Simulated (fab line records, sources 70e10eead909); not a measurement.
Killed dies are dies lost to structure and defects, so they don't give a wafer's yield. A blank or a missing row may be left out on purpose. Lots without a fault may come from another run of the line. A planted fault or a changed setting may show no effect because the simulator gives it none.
fab line records | flow nand_harc
record lots=24 wafers=72 last_day=33
route steps=1302 shown A_STAIRCASE@677
lots that met no fault: from a run of the same line without faults
start_h: hours from the record's first day to the start of the lot's first wafer shown | wait_h: hours since the lot's step before | " the same as in the row above | L1.1+2: a row that stands for several wafers | - no value, or no start given | * or withheld: withheld | < > ~ a bound
route shown NAME@n: a module of which the file shows steps, and the number in the route of the first | usual: mean/standard deviation of fault-free wafers | same: alike in all rows | chamber/n: place in a boat | sites: the reading at each site | _std_site: their standard deviation | _edge_site: outer sites' mean less inner sites' | radius_mm: how far each site lies from the wafer's centre | mask NAME#n: copy n | behind: the tool/chamber that last shaped the wafer | hold: why the lot was held/for how many hours/how that ended | device: the transistor (n, p or np) that didn't switch | end of line: the same wafers' tests at the end of the route | a step without rows: its recipe alone | killed: dies lost to structure and defects at the first sort, not the wafer's yield | map: a wafer's dies, x killed, . not, _ none there
set.NAME: the setting as run; set.NAME@STEP: as run at that earlier step | model.NAME: the simulator's own value behind a step, which no gauge read
steps of the route over a sample of lots; a table a step, a row a wafer
services: from which hour (start_h, from the record's first day; less than 0 if before it) a tool's chamber was out of use, for how many hours, and why
## steps
# step NHARC_A_STAIRCASE_TRIM_20
# recipe time_s=211.2 o2_flow_sccm=500 ar_flow_sccm=0 bias_w=0 chemistry=O2
# usual drypump_motor_current_A=5.5/0.38 oes_product_au=1.001/0.01 rf_vpp_V=58.0/0.91 showerhead_plenum_p_Torr=3.59/0.16 throttle_valve_pct=17.037/0.008
# columns lot.wafer tool chamber start_h wait_h drypump_motor_current_A oes_product_au rf_hours_counter_h rf_vpp_V showerhead_plenum_p_Torr throttle_valve_pct
L074.3 rie_diel-06 1 363.49 0.1 4.8 1.005 25 57.2 3.44 17.042
L074.4 " 0 " " 5.5 0.998 25 59.5 3.76 17.032
L074.5 " 2 " " 5.7 1.007 - 59.4 3.80 17.040
L075.4 rie_diel-03 2 363.68 0.1 6.1 1.006 19 57.6 3.60 17.030
L075.1 " 3 " " 5.9 0.996 18 58.7 3.42 17.038
L075.5 " 0 " " 6.1 1.005 - 58.4 3.40 17.027
L076.3 rie_diel-06 3 383.81 0.1 5.4 1.000 26 57.5 3.79 17.035
L076.4 " 0 " " 5.5 0.988 29 59.0 3.76 17.035
L076.1 " 1 " " 4.9 0.994 29 56.9 3.44 17.027
L078.4 rie_diel-09 0 395.46 0.1 5.8 1.022 19 59.4 3.77 17.032
L078.1 " 2 " " 5.5 1.009 20 57.9 3.40 17.037
L078.6 " 0 " " 5.8 1.020 - 58.6 3.77 17.039
L077.4 rie_diel-09 1 395.57 0.1 5.5 1.024 21 56.6 3.38 17.044
L077.2 " 0 " " 5.9 1.012 19 58.2 3.77 17.035
L077.6 " 2 " " 5.6 1.017 - 57.3 3.40 17.030
L079.2 rie_diel-03 2 401.72 0.1 6.0 1.001 31 58.0 3.60 17.043
L079.1 " 1 " " 5.6 1.010 33 57.3 3.59 17.033
L079.6 " 2 " " 6.1 0.994 - 58.4 3.60 17.039
L080.1 rie_diel-09 1 410.26 0.1 5.5 1.009 29 57.0 3.37 17.045
L080.2 " 2 " " 5.5 0.999 27 57.3 3.39 17.024
L080.3 " 3 " " 4.9 0.997 26 58.6 3.54 17.034
L081.1 rie_diel-06 0 420.00 0.1 5.4 1.006 41 58.9 3.75 17.026
L081.3 " 1 " " 4.9 0.998 43 57.6 3.43 17.030
L081.5 " 2 " " 5.7 0.995 - 57.5 3.78 17.036
L082.3 rie_diel-09 1 438.99 0.1 5.5 1.002 39 55.3 3.37 17.037
L082.4 " 2 " " 5.6 1.004 38 57.4 3.39 17.026
L082.1 " 3 " " 4.9 1.002 35 58.3 3.54 17.038
L085.3 rie_diel-06 2 458.67 0.1 5.7 1.005 54 57.3 3.78 17.038
L085.2 " 0 " " 5.5 0.993 56 59.9 3.75 17.030
L085.6 " 0 " " 5.5 1.004 - 57.3 3.75 17.048
L084.1 rie_diel-06 3 459.77 0.2 5.4 0.996 54 57.9 3.78 17.023
L084.3 " 0 " " 5.5 1.014 56 58.1 3.75 17.041
L084.4 " 0 " " 5.5 1.011 - 58.3 3.75 17.044
L083.4 rie_diel-09 3 462.04 0.1 4.9 1.010 41 58.3 3.53 17.046
L083.2 " 1 " " 5.5 1.016 46 58.5 3.36 17.028
L083.5 " 0 " " 5.9 1.007 - 59.8 3.76 17.042
L086.1 rie_diel-03 0 488.93 0.1 6.1 1.003 8 56.1 3.38 17.037
L086.4 " 1 " " 5.6 1.006 8 57.6 3.58 17.030
L086.6 " 1 " " 5.6 1.004 - 58.9 3.58 17.026
L089.2 rie_diel-03 2 500.83 0.1 6.1 0.997 13 59.0 3.58 17.056
L089.1 " 0 " " 6.1 0.984 9 58.0 3.38 17.037
L089.6 " 2 " " 6.0 1.001 - 58.5 3.58 17.024
L087.3 rie_diel-06 0 501.85 0.1 5.5 1.000 5 58.1 3.74 17.032
L087.4 " 1 " " 4.9 1.012 3 57.4 3.42 17.037
L087.1 " 3 " " 5.4 1.005 5 58.5 3.77 17.028
L088.3 rie_diel-03 2 507.08 0.1 6.1 0.987 16 57.7 3.58 17.030
L088.4 " 3 " " 5.9 0.986 15 58.1 3.40 17.045
L088.6 " 0 " " 6.1 0.981 - 57.0 3.38 17.056
L090.3 rie_diel-06 2 515.17 0.1 5.7 0.979 8 59.3 3.77 17.018
L090.4 " 1 " " 4.9 1.009 - 56.0 3.42 17.043
L090.5 " 0 " " 5.4 0.991 - 56.3 3.73 17.039
L091.1 rie_diel-06 0 526.67 0.1 5.5 0.985 15 58.8 3.73 17.044
L091.2 " 1 " " 4.9 1.015 12 57.6 3.42 17.045
L091.6 " 3 " " 5.4 1.001 - 58.7 3.77 17.035
L092.1 rie_diel-09 1 526.98 0.1 5.5 1.007 6 57.0 3.35 17.039
L092.2 " 2 " " 5.6 1.003 6 57.2 3.37 17.025
L092.6 " 0 " " 5.8 1.006 - 58.2 3.74 17.035
L093.1 rie_diel-06 2 534.64 0.2 5.7 0.984 15 58.2 3.76 17.039
L093.6 " 0 " " 5.4 0.988 - 59.2 3.73 17.039
L093.5 " 1 " " 4.8 1.019 - 55.7 3.42 17.040
L094.4 rie_diel-06 2 561.63 0.1 5.7 0.983 22 57.8 3.76 17.045
L094.1 " 0 " " 5.5 0.991 27 59.4 3.72 17.032
L094.6 " 2 " " 5.7 0.986 - 59.1 3.76 17.047
L096.2 rie_diel-09 3 561.91 0.1 4.9 0.999 23 58.7 3.51 17.047
L096.1 " 1 " " 5.5 0.992 16 57.5 3.35 17.043
L096.4 " 2 " " 5.5 1.014 19 57.2 3.37 17.035
L095.1 rie_diel-03 0 562.13 0.1 6.2 0.990 30 56.8 3.37 17.030
L095.3 " 1 " " 5.7 1.001 29 57.7 3.57 17.035
L095.5 " 2 " " 6.0 1.002 - 58.4 3.57 17.029
L097.1 rie_diel-09 1 582.91 0.1 5.5 0.990 25 57.6 3.34 17.046
L097.4 " 2 " " 5.6 1.019 26 56.1 3.36 17.038
L097.6 " 3 " " 4.8 0.997 - 58.8 3.51 17.034
# step NHARC_A_STAIRCASE_ETCH_192
# recipe target_depth_a=1000 time_s=40.5 ion_energy_ev=400 c4f8_flow_sccm=20 o2_flow_sccm=10 ar_flow_sccm=withheld rf_w=600 bias_w=1000 chemistry=C4F8/O2
# usual oes_product_au=0.942/0.011 rf_vpp_V=896/5.3
# columns lot.wafer tool chamber start_h wait_h oes_product_au rf_hours_counter_h rf_vpp_V
L074.4 rie_diel-09 0 - - 0.945 12 905
L074.3 " 3 " " 0.941 12 897
L074.5 " 1 " " 0.940 - 890
L075.4 rie_diel-06 2 - - 0.942 23 906
L075.1 " 3 " " 0.947 23 905
L075.5 " 0 " " 0.934 - 904
L076.3 rie_diel-09 3 - - 0.958 16 897
L076.4 " 0 " " 0.952 17 904
L076.1 " 2 " " 0.959 18 889
L077.4 rie_diel-03 3 - - 0.928 31 893
L077.2 " 0 " " 0.943 34 892
L077.6 " 2 " " 0.934 - 898
L078.4 rie_diel-09 2 - - 0.930 24 891
L078.1 " 0 " " 0.953 24 904
L078.6 " 1 " " 0.954 - 890
L079.2 rie_diel-06 1 - - 0.940 36 892
L079.1 " 2 " " 0.930 35 906
L079.6 " 0 " " 0.939 - 904
L080.2 rie_diel-03 1 - - 0.960 38 898
L080.3 " 2 " " 0.946 34 899
L080.1 " 3 " " 0.930 34 892
L081.3 rie_diel-03 2 - - 0.954 36 897
L081.1 " 0 " " 0.965 40 891
L081.5 " 2 " " 0.956 - 900
L082.3 rie_diel-03 3 - - 0.947 40 892
L082.4 " 0 " " 0.946 43 892
L082.1 " 1 " " 0.944 43 900
L085.2 rie_diel-06 3 - - 0.938 55 905
L085.3 " 0 " " 0.930 57 903
L085.6 " 2 " " 0.937 - 904
L084.4 rie_diel-09 0 - - 0.944 36 905
L084.3 " 2 " " 0.932 45 890
L084.1 " 3 " " 0.941 42 896
L083.4 rie_diel-09 2 - - 0.946 46 890
L083.2 " 0 " " 0.951 37 903
L083.5 " 2 " " 0.940 - 892
L086.4 rie_diel-09 0 - - 0.964 48 904
L086.1 " 2 " " 0.936 59 890
L086.6 " 1 " " 0.946 - 889
L089.1 rie_diel-03 2 - - 0.931 14 898
L089.2 " 3 " " 0.922 14 891
L089.6 " 1 " " 0.945 - 897
L087.3 rie_diel-03 0 - - 0.925 11 891
L087.1 " 2 " " 0.941 15 898
L087.4 " 3 " " 0.933 14 892
L088.3 rie_diel-03 3 - - 0.948 17 891
L088.4 " 1 " " 0.950 13 898
L088.6 " 2 " " 0.948 - 898
L090.3 rie_diel-03 0 - - 0.927 18 890
L090.4 " 2 " " 0.951 20 898
L090.5 " 0 " " 0.919 - 891
L091.1 rie_diel-03 2 - - 0.941 23 898
L091.2 " 1 " " 0.959 19 898
L091.6 " 3 " " 0.932 - 890
L092.1 rie_diel-06 3 - - 0.946 11 905
L092.2 " 2 " " 0.951 13 904
L092.6 " 3 " " 0.940 - 902
L093.1 rie_diel-03 2 - - 0.932 28 898
L093.6 " 3 " " 0.921 - 890
L093.5 " 0 " " 0.936 - 890
L096.2 rie_diel-09 3 - - 0.954 24 896
L096.1 " 0 " " 0.961 21 902
L096.4 " 1 " " 0.943 17 888
L095.3 rie_diel-09 2 - - 0.954 20 890
L095.1 " 1 " " 0.949 17 889
L095.5 " 2 " " 0.953 - 891
L094.1 rie_diel-03 0 - - 0.935 31 891
L094.4 " 1 " " 0.944 31 898
L094.6 " 3 " " 0.939 - 890
L097.4 rie_diel-03 1 - - 0.943 37 897
L097.1 " 3 " " 0.919 44 891
L097.6 " 0 " " 0.937 - 891
# step NHARC_A_STAIRCASE_ETCH_197
# recipe target_depth_a=1000 time_s=40.5 ion_energy_ev=400 c4f8_flow_sccm=20 o2_flow_sccm=10 ar_flow_sccm=withheld rf_w=600 bias_w=1000 chemistry=C4F8/O2
# usual oes_product_au=0.953/0.022 rf_vpp_V=897/5.7
# columns lot.wafer tool chamber start_h wait_h oes_product_au rf_hours_counter_h rf_vpp_V
L074.3 rie_diel-03 2 - - 0.937 20 898
L074.4 " 2 " " 0.924 - 900
L074.5 " 0 " " 0.922 - 890
L075.4 rie_diel-09 2 - - 0.957 13 892
L075.1 " 3 " " 0.973 12 897
L075.5 " 3 " " 0.979 - 897
L076.1 rie_diel-06 1 - - 0.948 30 892
L076.3 " 2 " " 0.956 27 906
L076.4 " 3 " " 0.961 26 905
L077.2 rie_diel-06 0 - - 0.974 34 904
L077.4 " 3 " " 0.968 33 905
L077.6 " 1 " " 0.985 - 893
L078.4 rie_diel-03 1 - - 0.978 34 898
L078.1 " 0 " " 0.956 35 891
L078.6 " 1 " " 0.983 - 897
L079.2 rie_diel-09 3 - - 0.936 24 896
L079.1 " 0 " " 0.959 26 904
L079.6 " 3 " " 0.943 - 896
L080.1 rie_diel-03 3 - - 0.917 34 892
L080.2 " 0 " " 0.932 39 892
L080.3 " 1 " " 0.935 38 897
L081.1 rie_diel-03 3 - - 0.934 36 891
L081.3 " 1 " " 0.939 40 898
L081.5 " 0 " " 0.940 - 890
L082.3 rie_diel-09 3 - - 0.972 36 897
L082.4 " 0 " " 0.987 33 904
L082.1 " 2 " " 0.973 39 891
L085.2 rie_diel-09 0 - - 0.951 36 906
L085.3 " 2 " " 0.942 45 892
L085.6 " 1 " " 0.957 - 890
L084.1 rie_diel-09 3 - - 0.951 42 896
L084.4 " 1 " " 0.960 47 891
L084.3 " 2 " " 0.945 46 891
L083.2 rie_diel-06 2 - - 0.977 57 905
L083.4 " 0 " " 0.961 60 903
L083.5 " 2 " " 0.964 - 904
L086.1 rie_diel-03 2 494.45 0.3 0.918 11 898
L086.4 " 3 " " 0.917 - 891
L086.6 " 2 " " 0.915 - 899
L089.1 rie_diel-06 3 - - 0.966 6 904
L089.2 " 2 " " 0.948 4 903
L089.6 " 0 " " 0.969 - 904
L087.1 rie_diel-03 2 - - 0.942 15 899
L087.3 " 3 " " 0.933 14 891
L087.4 " 1 " " 0.949 11 898
L088.4 rie_diel-09 2 - - 0.983 1 891
L088.3 " 3 " " 0.964 1 896
L088.6 " 2 " " 0.986 - 892
L090.4 rie_diel-03 0 - - 0.929 18 891
L090.3 " 2 " " 0.947 20 898
L090.5 " 3 " " 0.943 - 892
L091.2 rie_diel-09 2 - - 0.968 7 890
L091.1 " 1 " " 0.983 7 891
L091.6 " 3 " " 0.962 - 895
L092.1 rie_diel-09 3 - - 0.959 8 895
L092.2 " 0 " " 0.959 8 905
L092.6 " 3 " " 0.967 - 895
L093.1 rie_diel-09 0 - - 0.981 15 904
L093.6 " 1 " " 0.976 - 888
L093.5 " 2 " " 0.991 - 889
L096.4 rie_diel-06 1 - - 1.000 26 893
L096.1 " 2 " " 0.939 25 904
L096.2 " 0 " " 0.965 31 903
L095.1 rie_diel-09 2 - - 0.962 20 891
L095.3 " 3 " " 0.935 24 896
L095.5 " 1 " " 0.937 - 890
L094.1 rie_diel-06 2 - - 0.909 25 904
L094.4 " 3 " " 0.910 25 905
L094.6 " 2 " " 0.904 - 905
L097.1 rie_diel-03 1 - - 0.957 37 898
L097.4 " 3 " " 0.922 45 891
L097.6 " 0 " " 0.936 - 891
# step NHARC_A_STAIRCASE_TRIM_198
# recipe time_s=211.2 o2_flow_sccm=500 ar_flow_sccm=0 bias_w=0 chemistry=O2
# usual drypump_motor_current_A=5.6/0.37 oes_product_au=1.001/0.011 rf_vpp_V=57.9/0.9 showerhead_plenum_p_Torr=3.54/0.16 throttle_valve_pct=17.036/0.0093
# columns lot.wafer tool chamber start_h wait_h drypump_motor_current_A oes_product_au rf_hours_counter_h rf_vpp_V showerhead_plenum_p_Torr throttle_valve_pct
L074.3 rie_diel-03 2 - - 6.0 1.009 20 57.8 3.60 17.049
L074.4 " 0 " " 6.1 0.992 19 56.8 3.40 17.026
L074.5 " 2 " " 6.0 0.992 - 56.7 3.60 17.040
L075.4 rie_diel-09 2 - - 5.6 0.987 13 57.0 3.40 17.018
L075.1 " 0 " " 5.8 1.004 12 57.8 3.77 17.052
L075.5 " 2 " " 5.6 0.998 - 59.0 3.40 17.028
L076.1 rie_diel-06 2 - - 5.7 0.998 27 59.3 3.79 17.032
L076.4 " 3 " " 5.4 0.993 26 59.1 3.79 17.035
L076.3 " 1 " " 4.9 0.991 30 58.5 3.44 17.027
L077.2 rie_diel-06 3 - - 5.4 1.009 33 58.5 3.79 17.032
L077.4 " 1 " " 4.8 1.003 35 56.9 3.44 17.033
L077.6 " 2 " " 5.7 0.995 - 59.0 3.79 17.038
L078.1 rie_diel-03 0 - - 6.1 1.005 35 56.5 3.39 17.055
L078.4 " 1 " " 5.6 1.005 34 58.7 3.59 17.041
L078.6 " 1 " " 5.6 1.022 - 58.4 3.59 17.023
L079.2 rie_diel-09 0 - - 5.8 1.018 26 60.4 3.76 17.039
L079.1 " 3 " " 4.9 1.009 24 56.5 3.54 17.034
L079.6 " 0 " " 5.8 1.014 - 58.9 3.76 17.035
L080.2 rie_diel-03 3 - - 5.9 0.977 34 58.7 3.41 17.045
L080.3 " 0 " " 6.1 0.997 39 57.7 3.39 17.039
L080.1 " 1 " " 5.6 1.006 38 57.7 3.59 17.025
L081.1 rie_diel-03 2 - - 6.1 1.009 36 57.7 3.60 17.022
L081.3 " 3 " " 5.8 0.995 36 58.5 3.41 17.029
L081.5 " 0 " " 6.1 1.010 - 57.9 3.39 17.031
L082.1 rie_diel-09 1 - - 5.5 1.010 40 56.7 3.37 17.055
L082.3 " 3 " " 4.9 1.006 36 57.8 3.54 17.033
L082.4 " 0 " " 5.8 1.008 33 57.6 3.76 17.042
L085.3 rie_diel-09 3 - - 4.8 1.012 42 57.6 3.53 17.034
L085.2 " 0 " " 5.8 1.010 36 58.7 3.76 17.022
L085.6 " 3 " " 4.9 1.006 - 56.5 3.53 17.028
L084.1 rie_diel-09 3 - - 4.9 1.012 42 57.4 3.53 17.033
L084.3 " 0 " " 5.8 1.019 36 59.1 3.76 17.028
L084.4 " 1 " " 5.5 1.022 47 57.1 3.36 17.039
L083.2 rie_diel-06 3 - - 5.4 0.997 56 59.5 3.78 17.042
L083.4 " 0 " " 5.4 1.001 60 58.6 3.74 17.038
L083.5 " 3 " " 5.4 1.007 - 58.3 3.78 17.027
L086.1 rie_diel-03 2 494.55 0.1 6.1 0.985 11 58.9 3.58 17.027
L086.4 " 3 " " 5.8 0.989 - 56.8 3.40 17.051
L086.6 " 2 " " 6.0 0.993 - 57.8 3.58 17.038
L089.2 rie_diel-06 3 - - 5.4 1.001 6 58.2 3.77 17.045
L089.1 " 0 " " 5.4 0.987 7 58.6 3.73 17.032
L089.6 " 1 " " 4.8 1.013 - 57.6 3.42 17.031
L087.1 rie_diel-03 3 - - 5.9 0.997 14 58.8 3.40 17.043
L087.3 " 0 " " 6.1 0.985 11 56.8 3.38 17.036
L087.4 " 2 " " 6.1 1.003 15 58.3 3.58 17.019
L088.4 rie_diel-09 0 - - 5.8 1.010 1 59.3 3.75 17.036
L088.3 " 3 " " 4.9 0.990 1 57.6 3.52 17.020
L088.6 " 1 " " 5.5 0.992 - 56.4 3.36 17.043
L090.3 rie_diel-03 2 - - 6.1 1.003 20 58.2 3.58 17.032
L090.4 " 3 " " 5.9 0.989 22 57.4 3.40 17.028
L090.5 " 1 " " 5.6 1.010 - 58.8 3.58 17.037
L091.2 rie_diel-09 1 - - 5.5 1.003 7 57.5 3.35 17.044
L091.1 " 2 " " 5.6 1.008 7 57.0 3.37 17.029
L091.6 " 0 " " 5.8 1.009 - 58.4 3.74 17.035
L092.1 rie_diel-09 0 - - 5.8 1.002 8 59.2 3.74 17.035
L092.2 " 1 " " 5.5 0.987 7 56.9 3.35 17.035
L092.6 " 2 " " 5.6 0.993 - 56.7 3.37 17.057
L093.1 rie_diel-09 3 - - 4.9 1.005 17 57.8 3.52 17.056
L093.5 " 1 " " 5.5 0.999 - 58.0 3.35 17.025
L093.6 " 2 " " 5.6 1.013 - 56.0 3.37 17.050
L096.1 rie_diel-06 2 - - 5.7 0.958 25 58.7 3.76 17.026
L096.4 " 3 " " 5.4 0.981 25 58.0 3.76 17.046
L096.2 " 0 " " 5.4 0.977 31 57.9 3.72 17.048
L095.3 rie_diel-09 1 - - 5.5 0.992 17 57.8 3.35 17.033
L095.1 " 3 " " 4.9 0.988 24 56.9 3.51 17.040
L095.5 " 1 " " 5.5 0.990 - 58.1 3.35 17.035
L094.4 rie_diel-06 3 - - 5.4 0.996 25 57.8 3.76 17.025
L094.1 " 1 " " 4.8 1.022 27 56.5 3.41 17.046
L094.6 " 3 " " 5.4 0.990 - 58.8 3.76 17.028
L097.1 rie_diel-03 0 - - 6.1 0.989 37 57.1 3.37 17.056
L097.4 " 1 " " 5.7 1.008 37 58.6 3.57 17.033
L097.6 " 0 " " 6.2 0.991 - 57.3 3.37 17.047
# step NHARC_A_STAIRCASE_TRIM_200
# recipe time_s=211.2 o2_flow_sccm=500 ar_flow_sccm=0 bias_w=0 chemistry=O2
# usual drypump_motor_current_A=5.6/0.38 oes_product_au=1.001/0.011 rf_vpp_V=57.9/0.96 showerhead_plenum_p_Torr=3.55/0.16 throttle_valve_pct=17.037/0.0098
# columns lot.wafer tool chamber start_h wait_h drypump_motor_current_A oes_product_au rf_hours_counter_h rf_vpp_V showerhead_plenum_p_Torr throttle_valve_pct
L074.3 rie_diel-03 1 - - 5.6 1.021 19 58.7 3.60 17.038
L074.4 " 2 " " 6.1 1.011 20 58.5 3.60 17.029
L074.5 " 0 " " 6.2 1.006 - 57.2 3.40 17.020
L075.1 rie_diel-09 2 - - 5.6 0.993 13 57.3 3.40 17.029
L075.4 " 3 " " 4.9 1.005 12 59.3 3.55 17.034
L075.5 " 1 " " 5.5 0.996 - 56.6 3.38 17.046
L076.1 rie_diel-06 2 - - 5.7 0.988 27 60.1 3.79 17.045
L076.3 " 3 " " 5.4 0.991 27 58.5 3.79 17.038
L076.4 " 0 " " 5.5 0.994 29 57.4 3.76 17.036
L077.2 rie_diel-06 1 - - 4.8 0.983 35 57.4 3.44 17.032
L077.4 " 2 " " 5.7 0.995 34 57.7 3.79 17.047
L077.6 " 1 " " 4.8 0.983 - 58.2 3.44 17.051
L078.4 rie_diel-03 2 - - 6.0 1.009 31 57.3 3.60 17.031
L078.1 " 0 " " 6.2 1.004 35 57.1 3.39 17.047
L078.6 " 1 " " 5.6 1.011 - 58.0 3.59 17.042
L079.1 rie_diel-09 2 - - 5.5 1.023 26 57.4 3.40 17.035
L079.2 " 1 " " 5.5 1.010 27 57.6 3.37 17.039
L079.6 " 2 " " 5.6 1.012 - 58.0 3.40 17.010
L080.2 rie_diel-03 1 - - 5.6 0.997 38 57.7 3.59 17.033
L080.1 " 2 " " 6.0 1.000 35 56.6 3.60 17.050
L080.3 " 3 " " 5.8 0.984 35 58.0 3.41 17.044
L081.3 rie_diel-03 0 - - 6.1 1.005 41 57.5 3.39 17.042
L081.1 " 1 " " 5.7 0.991 40 56.2 3.59 17.040
L081.5 " 2 " " 6.1 1.004 - 57.3 3.60 17.047
L082.1 rie_diel-09 3 - - 4.9 1.004 36 57.2 3.54 17.026
L082.3 " 0 " " 5.8 1.016 34 59.1 3.76 17.040
L082.4 " 1 " " 5.5 1.014 40 58.5 3.37 17.029
L085.2 rie_diel-09 1 - - 5.5 1.016 47 58.4 3.36 17.022
L085.3 " 3 " " 4.9 1.016 42 59.0 3.53 17.038
L085.6 " 0 " " 5.9 1.006 - 57.4 3.76 17.048
L084.1 rie_diel-09 2 - - 5.6 0.997 46 56.2 3.39 17.042
L084.3 " 3 " " 4.9 1.014 43 57.1 3.53 17.015
L084.4 " 1 " " 5.5 1.006 48 57.7 3.36 17.032
L083.2 rie_diel-06 2 - - 5.7 0.990 57 57.9 3.77 17.030
L083.4 " 3 " " 5.4 1.003 56 57.5 3.78 17.042
L083.5 " 2 " " 5.7 0.992 - 60.0 3.77 17.029
L086.1 rie_diel-03 3 - - 5.9 0.993 11 57.3 3.40 17.036
L086.4 " 2 " " 6.1 0.997 - 59.0 3.58 17.037
L086.6 " 3 " " 5.9 0.991 - 58.6 3.40 17.043
L089.1 rie_diel-06 1 - - 4.9 1.012 5 57.7 3.42 17.054
L089.2 " 2 " " 5.7 0.989 4 59.3 3.77 17.045
L089.6 " 0 " " 5.4 0.989 - 59.2 3.74 17.054
L087.3 rie_diel-03 1 - - 5.6 1.011 11 58.6 3.58 17.021
L087.1 " 2 " " 6.1 1.002 15 58.9 3.58 17.049
L087.4 " 0 " " 6.2 0.993 11 59.5 3.38 17.037
L088.4 rie_diel-09 3 - - 4.9 1.000 1 58.3 3.52 17.027
L088.3 " 0 " " 5.8 0.996 1 60.1 3.75 17.030
L088.6 " 3 " " 4.9 0.997 - 58.6 3.52 17.044
L090.3 rie_diel-03 0 - - 6.1 0.996 18 56.1 3.38 17.021
L090.4 " 3 " " 5.8 0.991 22 55.7 3.40 17.041
L090.5 " 0 " " 6.1 0.990 - 58.2 3.38 17.047
L091.2 rie_diel-09 2 - - 5.6 1.006 7 56.7 3.37 17.026
L091.1 " 3 " " 4.9 1.005 8 57.5 3.52 17.036
L091.6 " 2 " " 5.6 1.015 - 57.6 3.37 17.049
L092.2 rie_diel-09 0 - - 5.9 1.022 9 59.4 3.74 17.009
L092.1 " 1 " " 5.5 1.003 8 55.3 3.35 17.038
L092.6 " 1 " " 5.5 1.000 - 57.8 3.35 17.043
L093.1 rie_diel-09 0 - - 5.9 1.025 16 59.4 3.74 17.041
L093.5 " 1 " " 5.5 1.008 - 55.9 3.35 17.033
L093.6 " 2 " " 5.6 1.012 - 58.7 3.37 17.037
L096.2 rie_diel-06 3 - - 5.4 0.982 25 58.6 3.76 17.040
L096.1 " 0 " " 5.5 0.980 31 58.4 3.72 17.038
L096.4 " 1 " " 4.9 1.010 27 58.0 3.41 17.040
L095.1 rie_diel-09 2 - - 5.6 1.021 21 56.0 3.37 17.044
L095.3 " 3 " " 4.9 0.995 24 57.2 3.51 17.042
L095.5 " 0 " " 5.8 1.011 - 58.9 3.74 17.040
L094.4 rie_diel-06 0 - - 5.5 0.985 32 57.3 3.72 17.053
L094.1 " 3 " " 5.4 0.981 25 58.1 3.76 17.044
L094.6 " 1 " " 4.8 1.016 - 58.5 3.41 17.048
L097.4 rie_diel-03 1 - - 5.7 1.004 37 58.1 3.57 17.043
L097.1 " 2 " " 6.1 1.001 45 57.9 3.57 17.040
L097.6 " 1 " " 5.6 1.002 - 57.9 3.57 17.039
# step NHARC_A_STAIRCASE_STRIP_205
# recipe power_w=1500 temp_c=250 chemistry=O2
# usual drypump_motor_current_A=5.1/0.36 heater_power_w=345/13
# columns lot.wafer tool chamber start_h wait_h drypump_motor_current_A heater_power_w rf_hours_counter_h
L074.3 plasma_asher-02 0 368.41 0.2 5.4 331 -
L074.4 " 1 " " 4.7 371 -
L074.5 " 1 " " 4.7 357 -
L075.1 plasma_asher-01 1 369.22 0.1 5.7 340 4
L075.4 " 1 " " 5.7 352 -
L075.5 " 1 " " 5.7 348 -
L076.1 plasma_asher-01 1 388.54 0.1 5.6 347 8
L076.3 " 1 " " 5.6 335 -
L076.4 " 0 " " 5.5 351 -
L077.2 plasma_asher-02 1 403.67 0.1 4.7 360 31
L077.4 " 0 " " 5.4 327 -
L077.6 " 0 " " 5.4 331 -
L078.1 plasma_asher-01 1 404.80 0.1 5.6 338 11
L078.4 " 1 " " 5.6 340 -
L078.6 " 1 " " 5.6 338 -
L079.1 plasma_asher-02 0 406.75 0.1 5.4 327 32
L079.2 " 1 " " 4.7 364 32
L079.6 " 1 " " 4.7 347 -
L080.1 plasma_asher-02 1 416.06 0.2 4.7 365 35
L080.2 " 0 " " 5.4 320 35
L080.3 " 1 " " 4.7 361 -
L081.1 plasma_asher-02 0 424.64 0.1 5.4 339 39
L081.3 " 1 " " 4.7 365 -
L081.5 " 0 " " 5.4 338 -
L082.1 plasma_asher-02 0 445.55 0.1 5.4 332 7
L082.4 " 0 " " 5.4 336 -
L082.3 " 1 " " 4.7 359 -
L085.2 plasma_asher-02 1 464.27 0.1 4.7 363 15
L085.3 " 0 " " 5.3 333 -
L085.6 " 1 " " 4.7 356 -
L084.1 plasma_asher-02 1 465.10 0.1 4.7 355 15
L084.3 " 1 " " 4.7 356 -
L084.4 " 0 " " 5.3 332 -
L083.2 plasma_asher-02 1 467.16 0.1 4.7 358 15
L083.4 " 1 " " 4.7 359 -
L083.5 " 0 " " 5.4 326 -
L086.1 plasma_asher-02 1 495.73 0.1 4.7 361 26
L086.4 " 0 " " 5.3 334 -
L086.6 " 1 " " 4.7 351 -
L089.1 plasma_asher-02 1 506.08 0.1 4.7 360 29
L089.2 " 0 " " 5.3 339 29
L089.6 " 1 " " 4.7 347 -
L087.1 plasma_asher-02 0 506.91 0.1 5.3 330 29
L087.4 " 1 " " 4.7 356 -
L087.3 " 0 " " 5.4 327 -
L088.4 plasma_asher-02 0 511.94 0.2 5.3 337 -
L088.3 " 1 " " 4.7 351 -
L088.6 " 0 " " 5.4 332 -
L090.4 plasma_asher-02 0 520.10 0.2 5.3 329 -
L090.3 " 1 " " 4.7 356 -
L090.5 " 1 " " 4.7 348 -
L091.2 plasma_asher-02 0 531.50 0.1 5.4 335 40
L091.1 " 1 " " 4.7 353 40
L091.6 " 0 " " 5.4 331 -
L092.2 plasma_asher-02 0 532.09 0.3 5.4 344 40
L092.1 " 1 " " 4.7 349 40
L092.6 " 1 " " 4.7 362 -
L093.1 plasma_asher-02 0 543.35 0.1 5.3 332 43
L093.5 " 0 " " 5.3 331 -
L093.6 " 1 " " 4.7 364 -
L095.1 plasma_asher-02 0 567.04 0.1 5.3 332 46
L095.3 " 1 " " 4.7 362 -
L095.5 " 0 " " 5.3 333 -
L096.2 plasma_asher-01 1 567.34 0.1 5.7 364 8
L096.1 " 0 " " 5.6 339 8
L096.4 " 1 " " 5.6 348 -
L094.1 plasma_asher-02 1 569.26 0.1 4.7 346 46
L094.4 " 0 " " 5.3 331 -
L094.6 " 1 " " 4.7 363 -
L097.1 plasma_asher-02 0 587.65 0.1 5.4 340 52
L097.4 " 0 " " 5.3 328 -
L097.6 " 0 " " 5.4 328 -
## services
# columns tool chamber start_h hours kind
plasma_asher-01 - 342.00 9.0 pm
rie_diel-03 - 351.69 1.7 repair
plasma_asher-02 - 354.58 0.5 repair
rie_diel-09 0 356.23 - clean
rie_diel-09 1 356.23 - clean
rie_diel-09 2 356.23 - clean
rie_diel-09 3 356.23 - clean
plasma_asher-01 - 363.60 3.9 repair
rie_diel-03 3 364.10 3.4 repair
rie_diel-06 2 377.73 5.2 repair
rie_diel-09 0 380.86 - clean
rie_diel-09 1 380.86 - clean
rie_diel-09 2 380.86 - clean
plasma_asher-01 - 406.42 109.0 repair
rie_diel-09 0 406.89 7.1 repair
plasma_asher-02 - 426.65 9.0 pm
rie_diel-06 1 445.42 16.8 repair
rie_diel-03 - 459.15 9.0 pm
rie_diel-06 - 472.81 0.5 repair
rie_diel-06 - 484.44 9.0 pm
rie_diel-03 0 491.44 8.7 repair
rie_diel-09 - 499.72 9.0 pm
rie_diel-06 3 508.98 12.6 repair
plasma_asher-01 - 519.00 9.0 pm
## key
fault none
